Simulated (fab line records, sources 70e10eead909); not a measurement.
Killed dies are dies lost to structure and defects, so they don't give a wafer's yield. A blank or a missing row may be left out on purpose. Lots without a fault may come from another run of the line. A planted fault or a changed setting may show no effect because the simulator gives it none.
Which tool did it? | flow nand_harc | 13 lots, 37 wafers sampled, at 4 steps of a route of 1302

WHAT THE GAUGES READ, wafer by wafer
The record holds no reading of a measuring or inspecting step that can be judged against a usual standard deviation.

WHICH TOOL RAN EACH LOT (tool, then ch and the chambers of the sampled wafers, then the start)
lot  | NHARC_A_SLIT_DEP_25             | NHARC_A_SLIT_ETCH_17             | NHARC_A_WL_FILL_ETCHBACK_05       | NHARC_A_WL_FILL_ETCHBACK_16
L926 | pecvd-03 ch 0,1,2, day 18 11:02 | har_etch-01 ch 1, day 18 20:13   | rie_metal-02 ch 1, day 19 09:37   | rie_diel-11 ch 1,3, no start
L927 | pecvd-02 ch 0,2, day 18 20:04   | har_etch-02 ch 0,1, day 19 05:35 | rie_metal-02 ch 0,1, day 19 17:41 | rie_diel-11 ch 1,2, no start
L930 | pecvd-03 ch 0,1,2, day 19 18:59 | har_etch-02 ch 0,1, day 20 01:46 | rie_metal-01 ch 0,1, day 20 14:31 | rie_diel-13 ch 1,2, no start
L929 | pecvd-03 ch 0,1,2, day 20 20:27 | har_etch-02 ch 0,1, day 21 04:24 | rie_metal-01 ch 0,1, day 21 16:22 | rie_diel-13 ch 0,2, no start
L932 | pecvd-03 ch 0,2, day 20 23:32   | har_etch-01 ch 0,1, day 21 11:00 | rie_metal-02 ch 0,1, day 22 00:11 | rie_diel-13 ch 0,2, no start
L934 | pecvd-02 ch 0,2, day 22 09:45   | har_etch-01 ch 0,1, day 22 16:40 | rie_metal-01 ch 0,1, day 23 05:29 | rie_diel-11 ch 0,2,3, no start
L937 | pecvd-02 ch 1,2, day 22 20:23   | har_etch-01 ch 0,1, day 23 06:57 | rie_metal-01 ch 0,1, day 23 21:07 | rie_diel-13 ch 2,3, no start
L939 | pecvd-04 ch 0,1, day 23 19:04   | har_etch-01 ch 0,1, day 24 01:48 | rie_metal-01 ch 0, day 24 14:34   | rie_diel-11 ch 1,2, no start
L941 | pecvd-02 ch 1,2, day 24 03:39   | har_etch-01 ch 1, day 24 11:45   | rie_metal-01 ch 0, day 24 23:50   | rie_diel-13 ch 0,2, no start
L940 | pecvd-03 ch 0,2, day 24 03:43   | har_etch-02 ch 0,1, day 24 11:17 | rie_metal-02 ch 0, day 24 23:32   | rie_diel-13 ch 1,2,3, no start
L946 | pecvd-03 ch 0,1,2, day 27 05:04 | har_etch-01 ch 0,1, day 27 13:14 | rie_metal-02 ch 0,1, day 28 00:31 | rie_diel-13 ch 2,3, no start
L948 | pecvd-03 ch 0,2, day 27 14:29   | har_etch-02 ch 0,1, day 27 20:52 | rie_metal-02 ch 0,1, day 28 10:28 | rie_diel-13 ch 0,1,3, no start
L947 | pecvd-04 ch 0,1, day 27 14:29   | har_etch-02 ch 0,1, day 28 01:16 | rie_metal-03 ch 0, day 28 13:58   | rie_diel-06 ch 2,3, no start
- NHARC_A_SLIT_DEP_25: deposits SiO2, target thk 200 nm.
- NHARC_A_SLIT_ETCH_17: etches the open film in C4F8/O2/Ar, time 4254.5 s, target depth 20300 nm.
- NHARC_A_WL_FILL_ETCHBACK_05: etches the open film in Cl2/BCl3, target depth 22 nm, time 60 s.
- NHARC_A_WL_FILL_ETCHBACK_16: etches the open film in C4F8/O2/Ar, target depth 120 nm, time 24 s.

WHAT THE TOOLS THEMSELVES READ (means of the sampled wafers that have a number; where no wafer has one, the mark that the record gives instead)
NHARC_A_SLIT_DEP_25.
lot  | tool     | heater_power_w (W) | rf_fwd_power_W (W) | throttle_valve_pct (%)
L926 | pecvd-03 | 556                | 897.5              | 15.3
L927 | pecvd-02 | 566                | 897.2              | 15.8
L930 | pecvd-03 | 558                | 898.7              | 15.5
L929 | pecvd-03 | 536                | 899.5              | 15.4
L932 | pecvd-03 | 525                | 896.1              | 15.3
L934 | pecvd-02 | 647                | 897.7              | 16.1
L937 | pecvd-02 | 550                | 895.2              | 15.7
L939 | pecvd-04 | 449                | 899.2              | 16.2
L941 | pecvd-02 | 568                | 896.8              | 15.9
L940 | pecvd-03 | 516                | 896.1              | 15.4
L946 | pecvd-03 | 541                | 899.3              | 15.6
L948 | pecvd-03 | 583                | 896.5              | 15.5
L947 | pecvd-04 | 479                | 897.9              | 16.1

NHARC_A_SLIT_ETCH_17.
lot  | tool        | drypump_motor_current_A (A) | showerhead_plenum_p_Torr (Torr) | throttle_valve_pct (%)
L926 | har_etch-01 | 6.53                        | 3.55                            | 32.044
L927 | har_etch-02 | 6.34                        | 3.91                            | 32.042
L930 | har_etch-02 | 6.17                        | 3.90                            | 32.045
L929 | har_etch-02 | 6.18                        | 3.89                            | 32.044
L932 | har_etch-01 | 6.49                        | 3.59                            | 32.042
L934 | har_etch-01 | 6.48                        | 3.58                            | 32.047
L937 | har_etch-01 | 6.48                        | 3.57                            | 32.049
L939 | har_etch-01 | 6.48                        | 3.55                            | 32.061
L941 | har_etch-01 | 6.52                        | 3.51                            | 32.043
L940 | har_etch-02 | 6.16                        | 3.86                            | 32.033
L946 | har_etch-01 | 6.47                        | 3.54                            | 32.042
L948 | har_etch-02 | 6.16                        | 3.84                            | 32.051
L947 | har_etch-02 | 6.15                        | 3.84                            | 32.040

NHARC_A_WL_FILL_ETCHBACK_05.
lot  | tool         | drypump_motor_current_A (A) | oes_product_au (a.u.) | temp_c (C)
L926 | rie_metal-02 | 6.2                         | 0.999                 | 40.08
L927 | rie_metal-02 | 6.1                         | 1.012                 | 39.97
L930 | rie_metal-01 | 6.6                         | 1.009                 | 39.99
L929 | rie_metal-01 | 6.5                         | 1.010                 | 39.96
L932 | rie_metal-02 | 6.0                         | 1.006                 | 40.03
L934 | rie_metal-01 | 6.6                         | 0.997                 | 39.93
L937 | rie_metal-01 | 6.6                         | 0.931                 | 39.82
L939 | rie_metal-01 | 6.5                         | 0.913                 | 39.92
L941 | rie_metal-01 | 6.5                         | 0.920                 | 39.94
L940 | rie_metal-02 | 5.8                         | 1.015                 | 40.04
L946 | rie_metal-02 | 6.1                         | 1.012                 | 40.00
L948 | rie_metal-02 | 6.0                         | 1.017                 | 40.02
L947 | rie_metal-03 | 6.5                         | 0.999                 | 39.93

NHARC_A_WL_FILL_ETCHBACK_16.
lot  | tool        | oes_product_au (a.u.) | rf_fwd_power_W (W) | rf_vpp_V (V)
L926 | rie_diel-11 | 0.998                 | 589                | 721
L927 | rie_diel-11 | 1.001                 | 588                | 723
L930 | rie_diel-13 | 0.922                 | 586                | 724
L929 | rie_diel-13 | 0.993                 | 588                | 723
L932 | rie_diel-13 | 0.997                 | 588                | 721
L934 | rie_diel-11 | 0.924                 | 588                | 721
L937 | rie_diel-13 | 0.983                 | 585                | 724
L939 | rie_diel-11 | 0.990                 | 588                | 720
L941 | rie_diel-13 | 0.976                 | 586                | 724
L940 | rie_diel-13 | 0.950                 | 589                | 722
L946 | rie_diel-13 | 0.971                 | 585                | 723
L948 | rie_diel-13 | 0.918                 | 588                | 718
L947 | rie_diel-06 | 1.002                 | 594                | 725

THE ANSWER, worked out from the rows above alone
Rule: what is usual is taken from the lots themselves. Put in order of their means at a reading, lots are off if they are a third of the lots or fewer, leave a main group of 4 or more, and stand apart from it by a gap of 3 or more times the standard deviation of the main group's means; of several such gaps the widest counts. A main group whose means are all the same, to the digits that the tables above print for the reading, isn't used. A lot without any number at a reading at which 4 lots or more have one is off too. The other lots that the step has rows for count as sound. The gauges are gone through in route order, then the tools' own readings, and for those a lot's mean is taken as printed above. The first step at which some lot is off is used, and at that step the reading that is off furthest; a lot without a number counts as furthest.
Off: L937, L939, L941, at NHARC_A_WL_FILL_ETCHBACK_05 (oes_product_au). The main group: mean 1.008 a.u., standard deviation 0.0067.
A tool fits if, at that step or a process step before it, it ran every lot that is off, and no sound lot after the first of them. One fits: rie_metal-01 at NHARC_A_WL_FILL_ETCHBACK_05. Its last sound lot is L934 (day 23 05:29), its first lot that is off L937 (day 23 21:07): a fault that began between those two fits.
The tool's own readings at NHARC_A_WL_FILL_ETCHBACK_05 bear it out: on the lots that are off they differ by more than 5 times the standard deviation of the sound lots' means. oes_product_au reads 0.921 a.u. there against 1.008 a.u. on the sound lots.

WHAT THE SIMULATOR HAD PUT IN
Process parameter drift: rie_metal-01, from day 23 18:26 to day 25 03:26, at NHARC_A_WL_FILL_ETCHBACK_05. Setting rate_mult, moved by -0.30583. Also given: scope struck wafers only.
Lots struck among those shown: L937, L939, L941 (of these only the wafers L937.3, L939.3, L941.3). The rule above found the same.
